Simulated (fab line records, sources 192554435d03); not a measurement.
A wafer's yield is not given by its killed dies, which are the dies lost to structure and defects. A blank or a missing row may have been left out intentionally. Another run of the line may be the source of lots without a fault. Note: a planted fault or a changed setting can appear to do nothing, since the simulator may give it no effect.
Chamber matching | flow n5-finfet | N5_BEOL_M10_ETCH_62 on rie-diel-02: 4 sister chambers
The step etches SOC in N2/H2, target depth 110 nm, overetch 22 nm, time 165 s. 16 wafers are shown with their chamber, then 8 later ones without.

## WAFERS, EACH WITH ITS CHAMBER
wafer  | chamber | showerhead-plenum-p-Torr (Torr) | throttle-valve-pct (%) | oes-product-au (a.u.)
L075.2 | 3       | 2.64                            | 17.83                  | 0.65
L075.4 | 0       | 2.53                            | 18.06                  | 0.61
L075.6 | 2       | 2.49                            | 18.13                  | 0.74
L079.3 | 2       | 2.48                            | 18.14                  | 0.73
L079.4 | 0       | 2.53                            | 18.06                  | 0.60
L079.5 | 1       | 2.47                            | 17.91                  | 0.70
L078.2 | 1       | 2.47                            | 17.90                  | 0.70
L078.5 | 3       | 2.64                            | 17.86                  | 0.63
L078.6 | 0       | 2.53                            | 18.08                  | 0.60
L082.1 | 0       | 2.52                            | 18.06                  | 0.61
L082.3 | 2       | 2.48                            | 18.15                  | 0.72
L082.5 | 1       | 2.47                            | 17.91                  | 0.69
L087.3 | 3       | 2.63                            | 17.86                  | 0.63
L087.4 | 0       | 2.52                            | 18.08                  | 0.60
L087.5 | 0       | 2.52                            | 18.09                  | 0.60
L084.2 | 3       | 2.63                            | 17.88                  | 0.63

SIGNATURES (means of the wafers above)
reading                  | chamber 0 | chamber 1 | chamber 2 | chamber 3 | scatter within a chamber
showerhead-plenum-p-Torr | 2.5250    | 2.4700    | 2.4833    | 2.6350    | 0.00514
throttle-valve-pct       | 18.0717   | 17.9067   | 18.1400   | 17.8575   | 0.0142
oes-product-au           | 0.6033    | 0.6967    | 0.7300    | 0.6350    | 0.00764
Rule: a wafer lies at a distance from a chamber equal to the root of the sum of squares, over the readings, of (its reading less the chamber's mean, divided by the reading's scatter). If the next closest chamber is less than 2 further off than the closest, the wafer can't be placed; otherwise it belongs to the closest. How the scatter is found: for the shown wafers, subtract from each reading the mean of its chamber, square and add these, divide the total by (wafers less chambers), then take the root.

## WAFERS WITH NO CHAMBER GIVEN
wafer  | showerhead-plenum-p-Torr (Torr) | throttle-valve-pct (%) | oes-product-au (a.u.)
L084.4 | 2.52                            | 18.08                  | 0.60
L084.6 | 2.47                            | 17.92                  | 0.69
L092.1 | 2.47                            | 18.21                  | 0.70
L092.2 | 2.52                            | 18.12                  | 0.59
L092.3 | 2.46                            | 17.95                  | 0.67
L097.2 | 2.47                            | 18.22                  | 0.69
L097.4 | 2.62                            | 17.92                  | 0.62
L097.5 | 2.46                            | 17.96                  | 0.65

## CHAMBER TAKEN BY EACH
wafer  | from the rows above | in truth
L084.4 | 0                   | 0
L084.6 | 1                   | 1
L092.1 | 2                   | 2
L092.2 | 0                   | 0
L092.3 | 1                   | 1
L097.2 | 2                   | 2
L097.4 | 3                   | 3
L097.5 | 1                   | 1
Correctly placed: 8 of 8. From these rows, 0 cannot be placed. Placed wrongly: 0.
